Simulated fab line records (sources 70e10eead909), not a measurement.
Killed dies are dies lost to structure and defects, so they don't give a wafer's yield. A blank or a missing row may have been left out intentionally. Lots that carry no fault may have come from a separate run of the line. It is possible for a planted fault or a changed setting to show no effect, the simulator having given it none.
2 desks, one fault || flow nand harc || what lay behind the numbers comes last; until then each desk has only its own

== DESK OF THE TOOL OWNER: rie diel-05 ==
The tool's own readings at NHARC_P_ZERO_WELL_ETCH_65 (etches the open film in N2/H2, target depth 80 nm, overetch 24 nm, time 87.88 s): means of the sampled wafers that have a number, for each lot that ran on this tool. Marked OUT: a lot whose mean sits more than 4 standard deviations from the usual mean, which makes it out of limits; the brackets give that distance. Shown are 7 of the 8 readings it has, namely the first that went out of limits plus those furthest out on some lot.
Columns: A = drypump motor current A at NHARC_P_ZERO_WELL_ETCH_65, usual 5.9 A; B = h2 flow sccm at NHARC_P_ZERO_WELL_ETCH_65, usual 150.0 sccm; C = oes product au at NHARC_P_ZERO_WELL_ETCH_65, usual 1.003 a.u.; D = rf vpp V at NHARC_P_ZERO_WELL_ETCH_65, usual 430 V; E = run length s at NHARC_P_ZERO_WELL_ETCH_65, usual 109.2 s; F = showerhead plenum p Torr at NHARC_P_ZERO_WELL_ETCH_65, usual 2.03 Torr; G = throttle valve pct at NHARC_P_ZERO_WELL_ETCH_65, usual 14.170 %
{"lot": "L998", "first seen here": "day 2 17:23", "A": 6.1, "B": 149.9, "C": 1.017, "D": 428, "E": 109.5, "F": 1.96, "G": 14.167}
{"lot": "L105", "first seen here": "day 5 15:30", "A": 6.2, "B": 150.0, "C": 1.009, "D": 429, "E": "99.8 (-17) OUT", "F": 1.96, "G": 14.178}
{"lot": "L119", "first seen here": "day 11 11:29", "A": 6.0, "B": 150.6, "C": 1.016, "D": 430, "E": 109.6, "F": 2.02, "G": 14.172}
This desk's verdict: out of limits on L105, starting with L105 at day 5 15:30 (run length s at NHARC_P_ZERO_WELL_ETCH_65). In limits: L998, L119.

== THE DEFECT DESK ==
Counts from the inspections along the route, per lot, as means over the sampled wafers that have a number. Marked OUT: a lot whose mean sits more than 4 standard deviations from the usual mean, which makes it out of limits; the brackets give that distance.
Columns: A = raw defect count at NHARC_P_STI_INSPECT_25, usual 200
{"lot": "L996", "first seen here": "day 3 22:10", "A": 166}
{"lot": "L997", "first seen here": "day 4 09:46", "A": 197}
{"lot": "L998", "first seen here": "day 4 18:31", "A": 140}
{"lot": "L999", "first seen here": "day 5 06:39", "A": 209}
{"lot": "L100", "first seen here": "day 5 16:08", "A": 178}
{"lot": "L105", "first seen here": "day 7 21:34", "A": 185}
{"lot": "L112", "first seen here": "day 10 15:24", "A": 156}
{"lot": "L113", "first seen here": "day 11 01:23", "A": 244}
{"lot": "L116", "first seen here": "day 12 11:46", "A": 270}
{"lot": "L118", "first seen here": "day 13 05:00", "A": 141}
{"lot": "L119", "first seen here": "day 13 15:49", "A": 208}
This desk's verdict: no lot among the 11 shows anything out of limits.

== ALL TOGETHER ==
At day 5 15:30, on L105, the tool owner's desk was in a position to raise an alarm.
No out-of-limits result turned up at the defect desk.
The defect desk has L105 on record, within its limits.
Every lot named ran NHARC_P_ZERO_WELL_ETCH_65 on rie diel-05.

== WHAT THE SIMULATOR HAD INSERTED ==
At NHARC_P_ZERO_WELL_ETCH_65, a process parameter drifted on rie diel-05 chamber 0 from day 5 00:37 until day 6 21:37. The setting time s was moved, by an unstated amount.
Struck lots among those shown: L105.
Time in hours from fault onset to the first out-of-limits reading at each desk: the tool owner's desk, 15.
